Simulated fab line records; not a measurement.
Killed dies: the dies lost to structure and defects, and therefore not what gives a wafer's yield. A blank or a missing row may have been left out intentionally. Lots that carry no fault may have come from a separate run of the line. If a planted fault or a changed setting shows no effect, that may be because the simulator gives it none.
Which of the tools did it?    flow nand harc    Sampling: 7 lots, 21 wafers, 3 of 1302 route steps

WHAT THE GAUGES SHOWED, per wafer
NHARC_A_ONON_D2_THK_MEAS_02: measures by ellipsometry.
lot   measured      on             thk nm (nm)
L695  day 13 14:56  film metro-01  982 983 981
L696  day 14 17:13  film metro-02  1005 1003 1004
L699  day 15 17:42  film metro-01  997 997 996
L701  day 16 21:54  film metro-01  1014 1016 1016
L704  day 18 00:11  film metro-01  1025 1025 1026
L707  day 19 16:26  film metro-01  995 1060 1062 994 1060 1061
L713  day 21 11:02  film metro-01  1000 1001 1001

WHAT TOOL EACH LOT RAN ON (gives the tool, then ch and the chambers of the sampled wafers, and finally the start)
lot   NHARC_A_CHANNEL_FILL_D1_ALD_14    NHARC_A_ONON_D2_DEP_00
L695  ald hk-02 ch 1,2, day 10 16:31    pecvd onon-02 ch 0, day 13 14:29
L696  ald hk-04 ch 1,3, day 11 11:23    pecvd onon-03 ch 0, day 14 16:46
L699  ald hk-04 ch 0,2,3, day 12 12:02  pecvd onon-02 ch 0, day 15 17:10
L701  ald hk-04 ch 1,2,3, day 13 15:34  pecvd onon-02 ch 0, day 16 21:23
L704  ald hk-04 ch 0,1,3, day 14 05:34  pecvd onon-02 ch 0, day 17 23:44
L707  ald hk-01 ch 0,1,3, day 16 08:56  pecvd onon-02 ch 0, day 19 16:05
L713  ald hk-02 ch 2,3, day 18 02:13    pecvd onon-04 ch 0, day 21 10:32
- NHARC_A_CHANNEL_FILL_D1_ALD_14: deposits SiO2, target thk 2.5 nm, pulse time 10 s, ald cycles 25.
- NHARC_A_ONON_D2_DEP_00: target thk 1000 nm.

THE ANSWER, worked out from the rows above alone
Rule: the usual values come from the lots themselves. The widest of any qualifying gaps counts: lots, ordered by their means at a reading, are off when they make up no more than a third of the lots, leave a main group of 4 or more, and stand apart from it by 3 or more times the standard deviation of that group's means. A main group whose means are all the same, to the digits that the tables above print for the reading, isn't used. A lot without any number at a reading at which 4 lots or more have one is off too. Where the step has rows for the other lots, those lots are counted as sound.
None of the lots is off at any reading shown; this tells nothing.

WHAT THE SIMULATOR HAD INSERTED
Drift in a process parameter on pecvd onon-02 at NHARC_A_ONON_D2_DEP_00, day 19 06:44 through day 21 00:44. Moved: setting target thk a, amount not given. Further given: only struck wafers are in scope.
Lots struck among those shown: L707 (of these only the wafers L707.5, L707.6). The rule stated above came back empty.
